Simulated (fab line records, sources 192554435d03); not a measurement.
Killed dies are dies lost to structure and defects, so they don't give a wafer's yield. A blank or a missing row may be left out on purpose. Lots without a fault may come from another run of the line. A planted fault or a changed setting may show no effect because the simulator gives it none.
Split-lot experiment | flow n5_finfet | 7 lots, 21 wafers read, on a route of 1938 steps

THE SPLIT
At N5_BEOL_M2_DESCUM_16 (chemistry O2, time 7 s), the setting time_s was moved away from the recipe's 7 s on 9 of the 21 wafers read, by -21.5% to +22.1%. The other wafers ran this setting at the recipe's value.

The reading is taken at the split's own step.

THE READING
CAR-EUV_of_BEOL_M2_COAT_05.thk_nm (the simulator's own value, which no gauge read), in nm, at N5_BEOL_M2_DESCUM_16 (chemistry O2, time 7 s). The file gives no usual value for it. The 12 wafers here that ran the recipe average 26.0 nm, standard deviation 0.099 nm.

wafer  | tool, chamber at the split | time_s as run, s | against the recipe | CAR-EUV_of_BEOL_M2_COAT_05.thk_nm, nm | against lot-mates on the recipe
L080.1 | rie_diel-04, 3             | 7                | recipe             | 26                                    | -
L080.4 | rie_diel-04, 1             | 8.545            | +22.1%             | 25.2                                  | -0.7
L080.5 | rie_diel-04, 2             | 7                | recipe             | 25.8                                  | -
L083.3 | rie_diel-05, 0             | 7                | recipe             | 26.2                                  | -
L083.6 | rie_diel-05, 0             | 7                | recipe             | 26.2                                  | -
L083.4 | rie_diel-05, 1             | 6.086            | -13.1%             | 26.6                                  | +0.4
L087.2 | rie_diel-04, 3,1,2         | 7                | recipe             | 26                                    | -
L087.3 | rie_diel-04, 3,1,2         | 7                | recipe             | 26                                    | -
L087.5 | rie_diel-04, 3,1,2         | 7                | recipe             | 26                                    | -
L091.2 | rie_diel-06, 0,3           | 7                | recipe             | 26                                    | -
L091.5 | rie_diel-06, 0,3           | 7                | recipe             | 26                                    | -
L091.6 | rie_diel-06, 2             | 6.311            | -9.8%              | 26.4                                  | +0.4
L095.3 | rie_diel-06, 2             | 5.492            | -21.5%             | 26.8                                  | +0.8
L095.4 | rie_diel-06, 3,0           | 7                | recipe             | 26                                    | -
L095.5 | rie_diel-06, 3,0           | 7                | recipe             | 26                                    | -
L096.1 | rie_diel-06, 3,2           | 8.537            | +22.0%             | 25.2                                  | -0.8
L096.6 | rie_diel-06, 3,2           | 8.537            | +22.0%             | 25.2                                  | -0.8
L096.3 | rie_diel-06, 0             | 7                | recipe             | 26                                    | -
L097.4 | rie_diel-05, 1,0,3         | 6.126            | -12.5%             | 26.6                                  | no lot-mate on the recipe
L097.5 | rie_diel-05, 1,0,3         | 6.126            | -12.5%             | 26.6                                  | no lot-mate on the recipe
L097.6 | rie_diel-05, 1,0,3         | 6.126            | -12.5%             | 26.6                                  | no lot-mate on the recipe
Where a row lists several chambers, the file gives one row for several wafers and doesn't say which wafer went through which chamber.

THE FIT
A straight line over all 21 wafers: CAR-EUV_of_BEOL_M2_COAT_05.thk_nm changes by -0.0391 nm for each +1% of time_s; r = -0.98; the points scatter about the line by 0.089 nm.
The same after taking each lot's own level away (the mean of its wafers on the recipe; 18 wafers): -0.0353 nm for each +1%; r = -0.99; scatter 0.047 nm.
On that fit, the largest move of time_s shifts the reading by 0.78 nm.
The lots' own levels span 25.90 to 26.20 nm, that is 3.0 times the standard deviation above.
So the lot-to-lot level changes the slope: the two fits differ.
Check: with one of the wafers moved furthest among these (+22.1%) left out of the fit, the line predicts -0.802 nm for it against its lot-mates. It came out at -0.7 nm against them.

OTHER SPLITS ON THESE WAFERS
These wafers also went through other splits before the reading. Each is held against what the fit with the lots' levels taken away leaves over:
other split on the same wafers          | wafers away from the commonest value | r with CAR-EUV_of_BEOL_M2_COAT_05.thk_nm (lot level and that fit taken away)
N5_BEOL_M0_SAQP_PECVD_96 time_s         | 7                                    | +0.53
N5_BEOL_M0_SAQP_ETCH_106 target_depth_a | 8                                    | +0.10
N5_BEOL_M0_SAQP_ETCH_107 bias_w         | 6                                    | -0.14
N5_BEOL_M1_COAT_68 spin_rpm             | 3                                    | +0.03
N5_BEOL_M1_EXPOSE_25 dose_mj            | 3                                    | -0.27
N5_BEOL_M2_EXPOSE_08 dose_mj            | 4                                    | -0.12

THE FILE'S OWN FIT
CAR-EUV_of_BEOL_M2_COAT_05.thk_nm changes by -0.0349 nm for each +1% of time_s, r = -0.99.
